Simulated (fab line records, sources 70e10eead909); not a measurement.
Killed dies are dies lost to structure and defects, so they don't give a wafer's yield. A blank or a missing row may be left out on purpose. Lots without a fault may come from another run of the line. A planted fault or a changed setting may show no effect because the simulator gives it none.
Which tool did it? | flow nand_harc | 22 lots, 66 wafers sampled, at 6 steps of a route of 1302

WHAT THE GAUGES READ, wafer by wafer
The record holds no reading of a measuring or inspecting step that can be judged against a usual standard deviation.

WHICH TOOL RAN EACH LOT (tool, then ch and the chambers of the sampled wafers, then the start)
lot  | NHARC_A_STAIRCASE_TRIM_187         | NHARC_A_STAIRCASE_TRIM_189     | NHARC_A_STAIRCASE_ETCH_190     | NHARC_A_STAIRCASE_TRIM_191     | NHARC_A_STAIRCASE_TRIM_226     | NHARC_A_STAIRCASE_TRIM_233
L074 | rie_diel-03 ch 0,1,2, day 15 16:50 | rie_diel-03 ch 1,2,3, no start | rie_diel-03 ch 0,1,2, no start | rie_diel-03 ch 0,1, no start   | rie_diel-03 ch 1,3, no start   | rie_diel-12 ch 0,1,2, no start
L075 | rie_diel-12 ch 0,3, day 16 08:11   | rie_diel-12 ch 0,1,3, no start | rie_diel-12 ch 1,2,3, no start | rie_diel-12 ch 1,2, no start   | rie_diel-03 ch 1,2, no start   | rie_diel-03 ch 1,2,3, no start
L076 | rie_diel-12 ch 0,2,3, day 16 08:32 | rie_diel-12 ch 1,3, no start   | rie_diel-12 ch 0,2, no start   | rie_diel-12 ch 0,1,2, no start | rie_diel-03 ch 1,2, no start   | rie_diel-13 ch 0,2,3, no start
L077 | rie_diel-12 ch 0,1,3, day 17 02:26 | rie_diel-12 ch 0,1,3, no start | rie_diel-12 ch 1,2,3, no start | rie_diel-12 ch 1,2,3, no start | rie_diel-03 ch 0,2,3, no start | rie_diel-03 ch 0,1,2, no start
L080 | rie_diel-13 ch 2,3, day 17 18:50   | rie_diel-13 ch 1,3, no start   | rie_diel-13 ch 0,1, no start   | rie_diel-13 ch 0,3, no start   | rie_diel-03 ch 0,2, no start   | rie_diel-13 ch 1,2, no start
L079 | rie_diel-13 ch 0,1,2, day 17 19:58 | rie_diel-13 ch 0,1,3, no start | rie_diel-13 ch 1,2,3, no start | rie_diel-13 ch 0,2,3, no start | rie_diel-03 ch 1,2, no start   | rie_diel-12 ch 0,2, no start
L081 | rie_diel-12 ch 0,1,2, day 18 12:02 | rie_diel-12 ch 0,1,3, no start | rie_diel-12 ch 0,1,3, no start | rie_diel-12 ch 1,2,3, no start | rie_diel-03 ch 2,3, no start   | rie_diel-13 ch 0,1,3, no start
L082 | rie_diel-13 ch 2,3, day 19 09:12   | rie_diel-13 ch 0,3, no start   | rie_diel-13 ch 0,2,3, no start | rie_diel-13 ch 0,2,3, no start | rie_diel-12 ch 0,2,3, no start | rie_diel-03 ch 1,2,3, no start
L083 | rie_diel-12 ch 0,2,3, day 19 10:47 | rie_diel-12 ch 1,2, no start   | rie_diel-12 ch 1,2,3, no start | rie_diel-12 ch 0,1,2, no start | rie_diel-13 ch 0,3, no start   | rie_diel-03 ch 0,1,3, no start
L084 | rie_diel-13 ch 0,1, day 20 06:05   | rie_diel-12 ch 0,1,2, no start | rie_diel-12 ch 1,2, no start   | rie_diel-12 ch 0,3, no start   | rie_diel-12 ch 0,1,3, no start | rie_diel-13 ch 1,2, no start
L085 | rie_diel-13 ch 1,2,3, day 20 09:54 | rie_diel-13 ch 1,3, no start   | rie_diel-13 ch 2,3, no start   | rie_diel-13 ch 0,2, no start   | rie_diel-03 ch 2,3, no start   | rie_diel-03 ch 0,1, no start
L086 | rie_diel-03 ch 1,3, day 20 14:24   | rie_diel-03 ch 1,3, no start   | rie_diel-03 ch 0,2, no start   | rie_diel-03 ch 0,2,3, no start | rie_diel-12 ch 1,2,3, no start | rie_diel-03 ch 1,3, no start
L087 | rie_diel-03 ch 0,1,2, day 21 16:25 | rie_diel-03 ch 0,3, no start   | rie_diel-03 ch 0,1,2, no start | rie_diel-03 ch 1,2, no start   | rie_diel-13 ch 0,3, no start   | rie_diel-03 ch 1,2, no start
L088 | rie_diel-03 ch 0,2,3, day 21 19:34 | rie_diel-03 ch 0,1,2, no start | rie_diel-03 ch 0,2,3, no start | rie_diel-03 ch 0,1,2, no start | rie_diel-03 ch 0,2,3, no start | rie_diel-03 ch 1,2,3, no start
L090 | rie_diel-12 ch 0,1,2, day 22 23:40 | rie_diel-12 ch 0,2, no start   | rie_diel-12 ch 0,2,3, no start | rie_diel-12 ch 1,3, no start   | rie_diel-03 ch 0,2,3, no start | rie_diel-03 ch 0,1,3, no start
L089 | rie_diel-12 ch 0,1,3, day 22 23:54 | rie_diel-12 ch 0,2,3, no start | rie_diel-12 ch 2,3, no start   | rie_diel-12 ch 0,3, no start   | rie_diel-13 ch 0,2,3, no start | rie_diel-13 ch 0,1, no start
L091 | rie_diel-03 ch 1,2,3, day 23 04:00 | rie_diel-03 ch 0,1,3, no start | rie_diel-03 ch 0,2,3, no start | rie_diel-03 ch 0,2,3, no start | rie_diel-03 ch 0,1,3, no start | rie_diel-13 ch 1,2, no start
L093 | rie_diel-03 ch 0,1,2, day 23 14:17 | rie_diel-03 ch 0,1, no start   | rie_diel-03 ch 1,2, no start   | rie_diel-03 ch 0,3, no start   | rie_diel-03 ch 0,1,2, no start | rie_diel-13 ch 2,3, no start
L092 | rie_diel-13 ch 1,3, day 23 19:23   | rie_diel-13 ch 1,3, no start   | rie_diel-13 ch 0,1,2, no start | rie_diel-13 ch 1,3, no start   | rie_diel-13 ch 0,2,3, no start | rie_diel-12 ch 0,1, no start
L096 | rie_diel-03 ch 1,2, day 25 02:27   | rie_diel-03 ch 0,1,2, no start | rie_diel-03 ch 1,2,3, no start | rie_diel-03 ch 0,3, no start   | rie_diel-13 ch 0,1, no start   | rie_diel-03 ch 0,2, no start
L097 | rie_diel-13 ch 1,2,3, day 25 02:51 | rie_diel-13 ch 0,2,3, no start | rie_diel-13 ch 0,1,2, no start | rie_diel-13 ch 0,1,2, no start | rie_diel-12 ch 0,2,3, no start | rie_diel-13 ch 0,2,3, no start
L095 | rie_diel-03 ch 0,3, day 25 05:38   | rie_diel-03 ch 0,1, no start   | rie_diel-03 ch 0,1,2, no start | rie_diel-03 ch 0,3, no start   | rie_diel-03 ch 2,3, no start   | rie_diel-13 ch 0,1, no start
- NHARC_A_STAIRCASE_TRIM_187: chemistry O2, time 211.2 s.
- NHARC_A_STAIRCASE_TRIM_189: chemistry O2, time 211.2 s.
- NHARC_A_STAIRCASE_ETCH_190: etches the open film in C4F8/O2, target depth 100 nm, time 40.5 s.
- NHARC_A_STAIRCASE_TRIM_191: chemistry O2, time 211.2 s.
- NHARC_A_STAIRCASE_TRIM_226: chemistry O2, time 211.2 s.
- NHARC_A_STAIRCASE_TRIM_233: chemistry O2, time 211.2 s.

WHAT THE TOOLS THEMSELVES READ (means of the sampled wafers that have a number; where no wafer has one, the mark that the record gives instead)
NHARC_A_STAIRCASE_TRIM_187. Usual: drypump_motor_current_A 6.0 A, standard deviation 0.33; oes_product_au 1.001 a.u., standard deviation 0.013; rf_vpp_V 57.7 V, standard deviation 0.86; showerhead_plenum_p_Torr 3.54 Torr, standard deviation 0.17; throttle_valve_pct 17.037 %, standard deviation 0.0086.
lot  | tool        | drypump_motor_current_A (A) | oes_product_au (a.u.) | rf_vpp_V (V) | showerhead_plenum_p_Torr (Torr) | throttle_valve_pct (%) | flag
L074 | rie_diel-03 | 6.1                         | 1.011                 | 57.0         | 3.37                            | 17.035                 |
L075 | rie_diel-12 | 5.8                         | 1.014                 | 58.0         | 3.60                            | 17.033                 |
L076 | rie_diel-12 | 5.7                         | 1.009                 | 57.8         | 3.55                            | 17.038                 |
L077 | rie_diel-12 | 5.8                         | 0.999                 | 57.7         | 3.52                            | 17.040                 |
L080 | rie_diel-13 | 6.2                         | 1.006                 | 57.4         | 3.44                            | 17.037                 |
L079 | rie_diel-13 | 6.4                         | 0.992                 | 57.3         | 3.64                            | 17.032                 |
L081 | rie_diel-12 | 5.8                         | 1.009                 | 57.9         | 3.47                            | 17.034                 |
L082 | rie_diel-13 | 6.2                         | 1.014                 | 57.4         | 3.44                            | 17.044                 |
L083 | rie_diel-12 | 5.7                         | 1.003                 | 56.9         | 3.53                            | 17.037                 |
L084 | rie_diel-13 | 6.4                         | 0.985                 | 57.3         | 3.73                            | 17.035                 |
L085 | rie_diel-13 | 6.2                         | 1.001                 | 57.7         | 3.53                            | 17.045                 |
L086 | rie_diel-03 | 6.0                         | 0.998                 | 58.5         | 3.74                            | 17.041                 |
L087 | rie_diel-03 | 6.1                         | 1.013                 | 58.0         | 3.53                            | 17.035                 |
L088 | rie_diel-03 | 6.0                         | 1.006                 | 57.9         | 3.50                            | 17.033                 |
L090 | rie_diel-12 | 5.7                         | 1.001                 | 57.8         | 3.45                            | 17.039                 |
L089 | rie_diel-12 | 5.8                         | 1.004                 | 58.1         | 3.50                            | 17.042                 |
L091 | rie_diel-03 | 6.0                         | 0.988                 | 57.2         | 3.61                            | 17.038                 |
L093 | rie_diel-03 | 6.1                         | 0.994                 | 57.6         | 3.52                            | 17.027                 |
L092 | rie_diel-13 | 5.9                         | 1.000                 | 58.3         | 3.79                            | 17.039                 |
L096 | rie_diel-03 | 6.1                         | 0.994                 | 57.5         | 3.50                            | 17.034                 |
L097 | rie_diel-13 | 6.2                         | 0.993                 | 58.1         | 3.68                            | 17.037                 |
L095 | rie_diel-03 | 6.0                         | 1.008                 | 58.3         | 3.59                            | 17.025                 |

NHARC_A_STAIRCASE_TRIM_189. Usual: drypump_motor_current_A 6.0 A, standard deviation 0.33; oes_product_au 1.004 a.u., standard deviation 0.014; rf_vpp_V 57.8 V, standard deviation 0.88; showerhead_plenum_p_Torr 3.54 Torr, standard deviation 0.16; throttle_valve_pct 17.036 %, standard deviation 0.0092.
lot  | tool        | drypump_motor_current_A (A) | oes_product_au (a.u.) | rf_vpp_V (V) | showerhead_plenum_p_Torr (Torr) | throttle_valve_pct (%) | flag
L074 | rie_diel-03 | 6.0                         | 1.001                 | 58.5         | 3.46                            | 17.034                 |
L075 | rie_diel-12 | 5.8                         | 1.001                 | 57.6         | 3.53                            | 17.045                 |
L076 | rie_diel-12 | 5.7                         | 1.003                 | 57.4         | 3.51                            | 17.031                 |
L077 | rie_diel-12 | 5.9                         | 1.007                 | 57.8         | 3.52                            | 17.029                 |
L080 | rie_diel-13 | 5.9                         | 1.004                 | 57.7         | 3.47                            | 17.040                 |
L079 | rie_diel-13 | 6.1                         | 0.993                 | 57.7         | 3.57                            | 17.036                 |
L081 | rie_diel-12 | 5.8                         | 1.010                 | 57.8         | 3.52                            | 17.031                 |
L082 | rie_diel-13 | 6.1                         | 0.999                 | 58.3         | 3.51                            | 17.037                 |
L083 | rie_diel-12 | 5.6                         | 0.999                 | 57.4         | 3.38                            | 17.036                 |
L084 | rie_diel-12 | 5.7                         | 0.998                 | 57.1         | 3.46                            | 17.033                 |
L085 | rie_diel-13 | 6.2                         | 1.000                 | 57.6         | 3.62                            | 17.047                 |
L086 | rie_diel-03 | 6.0                         | 1.002                 | 58.0         | 3.74                            | 17.036                 |
L087 | rie_diel-03 | 6.0                         | 1.003                 | 58.0         | 3.61                            | 17.045                 |
L088 | rie_diel-03 | 6.1                         | 1.004                 | 58.1         | 3.53                            | 17.032                 |
L090 | rie_diel-12 | 5.8                         | 1.003                 | 57.1         | 3.54                            | 17.038                 |
L089 | rie_diel-12 | 5.7                         | 1.002                 | 57.6         | 3.52                            | 17.037                 |
L091 | rie_diel-03 | 6.1                         | 1.008                 | 57.6         | 3.64                            | 17.032                 |
L093 | rie_diel-03 | 6.2                         | 1.015                 | 57.9         | 3.55                            | 17.033                 |
L092 | rie_diel-13 | 6.2                         | 0.990                 | 57.9         | 3.79                            | 17.036                 |
L096 | rie_diel-03 | 6.1                         | 1.000                 | 57.0         | 3.52                            | 17.024                 |
L097 | rie_diel-13 | 6.2                         | 1.002                 | 58.5         | 3.62                            | 17.036                 |
L095 | rie_diel-03 | 6.2                         | 1.028                 | 58.4         | 3.67                            | 17.044                 |

NHARC_A_STAIRCASE_ETCH_190. Usual: oes_product_au 0.945 a.u., standard deviation 0.014; rf_vpp_V 896 V, standard deviation 6.
lot  | tool        | oes_product_au (a.u.) | rf_vpp_V (V) | flag
L074 | rie_diel-03 | 0.948                 | 890          |
L075 | rie_diel-12 | 0.956                 | 894          |
L076 | rie_diel-12 | 0.956                 | 895          |
L077 | rie_diel-12 | 0.954                 | 893          |
L080 | rie_diel-13 | 0.943                 | 901          |
L079 | rie_diel-13 | 0.942                 | 896          |
L081 | rie_diel-12 | 0.953                 | 896          |
L082 | rie_diel-13 | 0.953                 | 894          |
L083 | rie_diel-12 | 0.961                 | 894          |
L084 | rie_diel-12 | 0.943                 | 891          |
L085 | rie_diel-13 | 0.950                 | 890          |
L086 | rie_diel-03 | 0.945                 | 891          |
L087 | rie_diel-03 | 0.938                 | 896          |
L088 | rie_diel-03 | 0.942                 | 895          |
L090 | rie_diel-12 | 0.932                 | 896          |
L089 | rie_diel-12 | 0.938                 | 896          |
L091 | rie_diel-03 | 0.939                 | 894          |
L093 | rie_diel-03 | 0.938                 | 901          |
L092 | rie_diel-13 | 0.945                 | 900          |
L096 | rie_diel-03 | 0.939                 | 899          |
L097 | rie_diel-13 | 0.938                 | 900          |
L095 | rie_diel-03 | 0.958                 | 896          |

NHARC_A_STAIRCASE_TRIM_191. Usual: drypump_motor_current_A 6.0 A, standard deviation 0.33; oes_product_au 1.004 a.u., standard deviation 0.013; rf_vpp_V 57.9 V, standard deviation 0.91; showerhead_plenum_p_Torr 3.54 Torr, standard deviation 0.16; throttle_valve_pct 17.035 %, standard deviation 0.0092.
lot  | tool        | drypump_motor_current_A (A) | oes_product_au (a.u.) | rf_vpp_V (V) | showerhead_plenum_p_Torr (Torr) | throttle_valve_pct (%) | flag
L074 | rie_diel-03 | 6.2                         | 1.005                 | 57.0         | 3.34                            | 17.026                 |
L075 | rie_diel-12 | 5.6                         | 1.016                 | 57.2         | 3.39                            | 17.034                 |
L076 | rie_diel-12 | 5.7                         | 1.010                 | 58.3         | 3.48                            | 17.039                 |
L077 | rie_diel-12 | 5.6                         | 1.005                 | 57.6         | 3.46                            | 17.033                 |
L080 | rie_diel-13 | 5.8                         | 1.010                 | 57.7         | 3.41                            | 17.022                 |
L079 | rie_diel-13 | 6.1                         | 1.004                 | 58.2         | 3.48                            | 17.035                 |
L081 | rie_diel-12 | 5.6                         | 1.014                 | 57.6         | 3.46                            | 17.028                 |
L082 | rie_diel-13 | 6.1                         | 1.011                 | 57.6         | 3.47                            | 17.033                 |
L083 | rie_diel-12 | 5.7                         | 1.011                 | 57.7         | 3.46                            | 17.027                 |
L084 | rie_diel-12 | 5.9                         | 1.004                 | 57.4         | 3.60                            | 17.032                 |
L085 | rie_diel-13 | 6.5                         | 1.003                 | 58.2         | 3.53                            | 17.031                 |
L086 | rie_diel-03 | 6.0                         | 0.996                 | 58.3         | 3.50                            | 17.048                 |
L087 | rie_diel-03 | 6.1                         | 0.998                 | 57.8         | 3.65                            | 17.041                 |
L088 | rie_diel-03 | 6.1                         | 1.004                 | 57.0         | 3.53                            | 17.029                 |
L090 | rie_diel-12 | 5.8                         | 0.993                 | 57.6         | 3.42                            | 17.032                 |
L089 | rie_diel-12 | 6.0                         | 0.998                 | 58.1         | 3.59                            | 17.038                 |
L091 | rie_diel-03 | 6.0                         | 0.999                 | 57.4         | 3.49                            | 17.032                 |
L093 | rie_diel-03 | 6.0                         | 0.994                 | 57.4         | 3.59                            | 17.034                 |
L092 | rie_diel-13 | 5.8                         | 1.002                 | 58.4         | 3.79                            | 17.042                 |
L096 | rie_diel-03 | 6.0                         | 1.010                 | 58.1         | 3.59                            | 17.036                 |
L097 | rie_diel-13 | 6.4                         | 1.007                 | 58.1         | 3.61                            | 17.041                 |
L095 | rie_diel-03 | 6.0                         | 1.010                 | 57.6         | 3.59                            | 17.026                 |

NHARC_A_STAIRCASE_TRIM_226. Usual: drypump_motor_current_A 6.00 A, standard deviation 0.27; oes_product_au 1.004 a.u., standard deviation 0.014; rf_vpp_V 57.6 V, standard deviation 0.93; showerhead_plenum_p_Torr 3.52 Torr, standard deviation 0.17; throttle_valve_pct 17.037 %, standard deviation 0.0091.
lot  | tool        | drypump_motor_current_A (A) | oes_product_au (a.u.) | rf_vpp_V (V) | showerhead_plenum_p_Torr (Torr) | throttle_valve_pct (%) | flag
L074 | rie_diel-03 | 5.99                        | 1.001                 | 57.0         | 3.57                            | 17.028                 |
L075 | rie_diel-03 | 6.11                        | 0.993                 | 57.1         | 3.31                            | 17.040                 |
L076 | rie_diel-03 | 6.07                        | 1.000                 | 56.6         | 3.35                            | 17.044                 |
L077 | rie_diel-03 | 6.01                        | 1.011                 | 57.7         | 3.51                            | 17.032                 |
L080 | rie_diel-03 | 6.05                        | 1.007                 | 57.0         | 3.39                            | 17.037                 |
L079 | rie_diel-03 | 6.12                        | 0.986                 | 57.6         | 3.30                            | 17.039                 |
L081 | rie_diel-03 | 5.94                        | 1.007                 | 57.8         | 3.60                            | 17.043                 |
L082 | rie_diel-12 | 5.72                        | 1.009                 | 58.1         | 3.53                            | 17.040                 |
L083 | rie_diel-13 | 6.07                        | 1.007                 | 57.4         | 3.51                            | 17.032                 |
L084 | rie_diel-12 | 5.83                        | 0.999                 | 57.6         | 3.51                            | 17.037                 |
L085 | rie_diel-03 | 5.98                        | 0.995                 | 57.5         | 3.47                            | 17.039                 |
L086 | rie_diel-12 | 5.60                        | 0.994                 | 57.8         | 3.45                            | 17.036                 |
L087 | rie_diel-13 | 6.08                        | 1.001                 | 58.2         | 3.49                            | 17.029                 |
L088 | rie_diel-03 | 6.02                        | 1.002                 | 57.6         | 3.49                            | 17.042                 |
L090 | rie_diel-03 | 6.03                        | 1.009                 | 56.9         | 3.49                            | 17.045                 |
L089 | rie_diel-13 | 6.14                        | 1.009                 | 57.8         | 3.63                            | 17.039                 |
L091 | rie_diel-03 | 6.09                        | 1.005                 | 58.1         | 3.64                            | 17.040                 |
L093 | rie_diel-03 | 6.12                        | 1.010                 | 58.4         | 3.52                            | 17.037                 |
L092 | rie_diel-13 | 6.13                        | 1.007                 | 57.7         | 3.62                            | 17.038                 |
L096 | rie_diel-13 | 6.35                        | 1.020                 | 57.9         | 3.64                            | 17.024                 |
L097 | rie_diel-12 | 5.71                        | 1.001                 | 58.1         | 3.51                            | 17.047                 |
L095 | rie_diel-03 | 5.95                        | 0.998                 | 57.2         | 3.45                            | 17.034                 |

NHARC_A_STAIRCASE_TRIM_233. Usual: drypump_motor_current_A 6.1 A, standard deviation 0.3; oes_product_au 1.003 a.u., standard deviation 0.014; rf_vpp_V 57.9 V, standard deviation 0.93; showerhead_plenum_p_Torr 3.56 Torr, standard deviation 0.17; throttle_valve_pct 17.036 %, standard deviation 0.009.
lot  | tool        | drypump_motor_current_A (A) | oes_product_au (a.u.) | rf_vpp_V (V) | showerhead_plenum_p_Torr (Torr) | throttle_valve_pct (%) | flag
L074 | rie_diel-12 | 5.7                         | 1.014                 | 58.0         | 3.48                            | 17.034                 |
L075 | rie_diel-03 | 6.0                         | 1.002                 | 57.4         | 3.46                            | 17.034                 |
L076 | rie_diel-13 | 6.1                         | 1.009                 | 57.9         | 3.48                            | 17.031                 |
L077 | rie_diel-03 | 6.1                         | 1.000                 | 56.9         | 3.37                            | 17.041                 |
L080 | rie_diel-13 | 6.5                         | 1.000                 | 58.5         | 3.61                            | 17.035                 |
L079 | rie_diel-12 | 5.9                         | 1.005                 | 57.5         | 3.56                            | 17.049                 |
L081 | rie_diel-13 | 6.1                         | 0.993                 | 57.1         | 3.57                            | 17.042                 |
L082 | rie_diel-03 | 6.0                         | 0.997                 | 57.5         | 3.45                            | 17.038                 |
L083 | rie_diel-03 | 6.1                         | 1.011                 | 58.2         | 3.47                            | 17.036                 |
L084 | rie_diel-13 | 6.5                         | 0.982                 | 57.7         | 3.69                            | 17.035                 |
L085 | rie_diel-03 | 6.2                         | 1.021                 | 57.6         | 3.56                            | 17.045                 |
L086 | rie_diel-03 | 6.1                         | 0.997                 | 58.1         | 3.77                            | 17.029                 |
L087 | rie_diel-03 | 6.1                         | 0.997                 | 58.3         | 3.51                            | 17.040                 |
L088 | rie_diel-03 | 6.0                         | 0.990                 | 58.2         | 3.62                            | 17.032                 |
L090 | rie_diel-03 | 6.1                         | 1.001                 | 58.8         | 3.64                            | 17.038                 |
L089 | rie_diel-13 | 6.3                         | 1.014                 | 58.8         | 3.65                            | 17.039                 |
L091 | rie_diel-13 | 6.5                         | 0.993                 | 58.0         | 3.68                            | 17.037                 |
L093 | rie_diel-13 | 5.9                         | 0.996                 | 58.7         | 3.69                            | 17.037                 |
L092 | rie_diel-12 | 5.9                         | 0.991                 | 57.7         | 3.42                            | 17.034                 |
L096 | rie_diel-03 | 6.1                         | 1.011                 | 57.1         | 3.39                            | 17.033                 |
L097 | rie_diel-13 | 6.1                         | 0.998                 | 57.5         | 3.62                            | 17.037                 |
L095 | rie_diel-13 | 6.4                         | 1.014                 | 58.5         | 3.64                            | 17.031                 |

THE ANSWER, worked out from the rows above alone
Rule: a lot is off if the mean of its wafers that have a number lies more than 3 standard deviations from the usual mean. A lot without any number at a reading at which 4 lots or more have one is off too. The other lots that the step has rows for count as sound. The gauges are gone through in route order, then the tools' own readings, and for those a lot's mean is taken as printed above. The first step at which some lot is off is used, and at that step the reading that is off furthest; a lot without a number counts as furthest.
No lot is off at any reading shown: from this, nothing can be told.

WHAT THE SIMULATOR HAD PUT IN
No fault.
